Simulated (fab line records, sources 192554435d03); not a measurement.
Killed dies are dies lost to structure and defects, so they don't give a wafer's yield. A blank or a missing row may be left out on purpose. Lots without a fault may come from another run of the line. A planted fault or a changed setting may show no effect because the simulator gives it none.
Chamber matching | flow n5_finfet | N5_GATE_CUT_CMP_23 on cmp-02: 4 sister chambers
The step polishes, stops on SiO2, t overpolish 23.4 s, target thk 16 nm. 14 wafers are shown with their chamber, then 7 later ones without.

WAFERS WITH THEIR CHAMBER
wafer  | chamber | motor_current_A (A) | overpolish_run_s (s) | time_to_endpoint_s (s)
L718.2 | 1       | 9.0                 | 23.395               | 17.9
L718.3 | 3       | 9.8                 | 23.399               | 20.2
L718.5 | 1       | 8.9                 | 23.403               | 17.0
L719.2 | 2       | 8.0                 | 23.388               | 22.1
L719.4 | 0       | 10.1                | 23.384               | 18.8
L719.6 | 1       | 9.4                 | 23.401               | 18.7
L720.2 | 1       | 9.3                 | 23.394               | 19.1
L720.4 | 3       | 9.6                 | 23.400               | 14.1
L720.5 | 2       | 8.3                 | 23.405               | 20.4
L723.1 | 2       | 8.7                 | 23.397               | 21.2
L723.2 | 3       | 9.5                 | 23.404               | 19.2
L723.5 | 2       | 8.3                 | 23.412               | 21.7
L725.1 | 2       | 8.5                 | 23.403               | 21.7
L725.3 | 1       | 9.2                 | 23.399               | 18.8

SIGNATURES (means of the wafers above)
reading            | chamber 0 | chamber 1 | chamber 2 | chamber 3 | scatter within a chamber
motor_current_A    | 10.100    | 9.160     | 8.360     | 9.633     | 0.222
overpolish_run_s   | 23.38400  | 23.39840  | 23.40100  | 23.40100  | 0.00632
time_to_endpoint_s | 18.800    | 18.300    | 21.420    | 17.833    | 1.61
Rule: a wafer's distance from a chamber is the root of the sum, over the readings, of the square of ((its reading less the chamber's mean) divided by the reading's scatter). The wafer belongs to the nearest chamber; if the next one is less than 2 further off, it can't be placed. The scatter: the root of (the sum of the squares of (reading less its chamber's mean) over the shown wafers, divided by (wafers less chambers)).

WAFERS WITHOUT THEIR CHAMBER
wafer  | motor_current_A (A) | overpolish_run_s (s) | time_to_endpoint_s (s)
L725.6 | 9.9                 | 23.397               | 20.1
L726.2 | 8.7                 | 23.404               | 22.2
L726.3 | 9.8                 | 23.396               | 20.4
L726.6 | 9.4                 | 23.396               | 21.7
L738.2 | 9.2                 | 23.402               | 22.5
L738.4 | 8.4                 | 23.393               | 21.8
L738.6 | 9.5                 | 23.396               | 24.0

WHICH CHAMBER EACH WENT THROUGH
wafer  | from the rows above               | in truth
L725.6 | can't be placed: 3 or 0 or 1      | 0
L726.2 | can't be placed: 2 or 1           | 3
L726.3 | can't be placed: 3 or 0 or 1      | 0
L726.6 | can't be placed: 1 or 3 or 0      | 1
L738.2 | can't be placed: 1 or 3 or 2      | 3
L738.4 | 2                                 | 2
L738.6 | can't be placed: 1 or 3 or 0 or 2 | 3
Placed correctly: 1 of 7. Can't be placed from these rows: 6 (the true chamber is among the candidates in 5). Placed wrongly: 0.
